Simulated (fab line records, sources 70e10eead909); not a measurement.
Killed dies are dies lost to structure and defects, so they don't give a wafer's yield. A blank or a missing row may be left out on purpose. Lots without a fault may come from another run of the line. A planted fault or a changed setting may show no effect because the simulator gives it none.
Which tool did it? | flow nand_harc | 14 lots, 42 wafers sampled, at 4 steps of a route of 1302

WHAT THE GAUGES READ, wafer by wafer
NHARC_A_ONON_D2_THK_MEAS_05: measures by ellipsometry.
lot  | measured     | on            | thk_nm (nm)
L420 | day 11 15:18 | film_metro-02 | 981 984 982
L419 | day 11 15:25 | film_metro-01 | 1000 999 1002
L421 | day 12 10:19 | film_metro-02 | 1001 1002 1002
L423 | day 12 21:41 | film_metro-02 | 1019 1018 1017
L425 | day 14 01:30 | film_metro-02 | 1001 1000 1000
L429 | day 15 22:44 | film_metro-01 | 1159 1159 1160
L431 | day 16 17:56 | film_metro-01 | 1157 1154 1156
L434 | day 17 06:29 | film_metro-02 | 1004 1004 1004
L436 | day 18 12:44 | film_metro-01 | 985 984 985
L438 | day 19 10:55 | film_metro-02 | 1002 1002 1005
L439 | day 19 10:55 | film_metro-01 | 1006 1004 1006
L440 | day 20 10:07 | film_metro-02 | 1005 1003 1005
L441 | day 20 10:08 | film_metro-01 | 1002 1001 1000
L442 | day 20 19:33 | film_metro-01 | 1003 1005 1005

NHARC_END_SORT_01.
lot  | measured     | on        | killed_at_array | killed_at_other | killed_at_periphery | killed_dies | killed_open | killed_short
L429 | day 27 23:34 | prober-02 | 676 676 676     | 0 0 0           | 1 1 1               | 677 677 677 | 4 1 3       | 1 5 2
L431 | day 28 19:44 | prober-02 | 670 671 668     | 0 2 1           | 7 4 8               | 677 677 677 | 1 2 2       | 3 5 1

WHICH TOOL RAN EACH LOT (tool, then ch and the chambers of the sampled wafers, then the start)
lot  | NHARC_A_CHANNEL_FILL_D1_ALD_14   | NHARC_A_ONON_D2_DEP_03
L420 | ald_hk-04 ch 0,1,2, day 8 06:58  | pecvd_onon-04 ch 0, day 11 14:55
L419 | ald_hk-04 ch 0,1,2, day 8 09:45  | pecvd_onon-02 ch 0, day 11 14:58
L421 | ald_hk-01 ch 0,3, day 9 05:26    | pecvd_onon-03 ch 0, day 12 09:52
L423 | ald_hk-03 ch 0,1,3, day 9 17:04  | pecvd_onon-04 ch 0, day 12 21:11
L425 | ald_hk-03 ch 0,2,3, day 10 18:08 | pecvd_onon-04 ch 0, day 14 00:59
L429 | ald_hk-04 ch 0,1,3, day 12 15:58 | pecvd_onon-03 ch 0, day 15 22:14
L431 | ald_hk-03 ch 1,2, day 13 10:34   | pecvd_onon-03 ch 0, day 16 17:28
L434 | ald_hk-01 ch 1,2, day 14 03:25   | pecvd_onon-04 ch 0, day 17 06:05
L436 | ald_hk-03 ch 1,2, day 15 11:36   | pecvd_onon-04 ch 0, day 18 12:13
L438 | ald_hk-03 ch 0,1,2, day 16 04:31 | pecvd_onon-02 ch 0, day 19 10:27
L439 | ald_hk-01 ch 0,3, day 16 04:32   | pecvd_onon-04 ch 0, day 19 10:34
L440 | ald_hk-03 ch 0,1,2, day 17 03:23 | pecvd_onon-04 ch 0, day 20 09:40
L441 | ald_hk-04 ch 0,1,2, day 17 03:23 | pecvd_onon-02 ch 0, day 20 09:37
L442 | ald_hk-03 ch 0,2,3, day 17 11:49 | pecvd_onon-02 ch 0, day 20 19:02
- NHARC_A_CHANNEL_FILL_D1_ALD_14: deposits SiO2, target thk 2.5 nm, pulse time 10 s, ald cycles 25.
- NHARC_A_ONON_D2_DEP_03: target thk 1000 nm.

WHAT THE TOOLS THEMSELVES READ (means of the sampled wafers that have a number; where no wafer has one, the mark that the record gives instead)
NHARC_A_CHANNEL_FILL_D1_ALD_14.
lot  | tool      | heater_power_w (W) | precursor_pulse_height_rel
L420 | ald_hk-04 | 420                | 0.999
L419 | ald_hk-04 | 420                | 1.013
L421 | ald_hk-01 | 462                | 1.013
L423 | ald_hk-03 | 449                | 1.006
L425 | ald_hk-03 | 454                | 0.991
L429 | ald_hk-04 | 436                | 1.001
L431 | ald_hk-03 | 531                | 1.003
L434 | ald_hk-01 | 456                | 1.025
L436 | ald_hk-03 | 518                | 1.002
L438 | ald_hk-03 | 497                | 0.968
L439 | ald_hk-01 | 484                | 0.995
L440 | ald_hk-03 | 468                | 1.006
L441 | ald_hk-04 | 423                | 1.003
L442 | ald_hk-03 | 435                | 0.992

THE ANSWER, worked out from the rows above alone
Rule: what is usual is taken from the lots themselves. Put in order of their means at a reading, lots are off if they are a third of the lots or fewer, leave a main group of 4 or more, and stand apart from it by a gap of 3 or more times the standard deviation of the main group's means; of several such gaps the widest counts. A main group whose means are all the same, to the digits that the tables above print for the reading, isn't used. A lot without any number at a reading at which 4 lots or more have one is off too. The other lots that the step has rows for count as sound. The gauges are gone through in route order, then the tools' own readings, and for those a lot's mean is taken as printed above. The first step at which some lot is off is used, and at that step the reading that is off furthest; a lot without a number counts as furthest.
Off: L429, L431, at NHARC_A_ONON_D2_THK_MEAS_05 (thk_nm). The main group: mean 1001 nm, standard deviation 8.9.
A tool fits if, at a process step before that reading, it ran every lot that is off, and no sound lot after the first of them. The gauges at NHARC_A_ONON_D2_THK_MEAS_05 are tried like those tools. One fits: pecvd_onon-03 at NHARC_A_ONON_D2_DEP_03. Its last sound lot is L421 (day 12 09:52), its first lot that is off L429 (day 15 22:14): a fault that began between those two fits.

WHAT THE SIMULATOR HAD PUT IN
Process parameter drift: pecvd_onon-03, from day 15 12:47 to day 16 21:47, at NHARC_A_ONON_D2_DEP_03. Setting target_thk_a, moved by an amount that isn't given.
Lots struck among those shown: L429, L431. The rule above found the same.
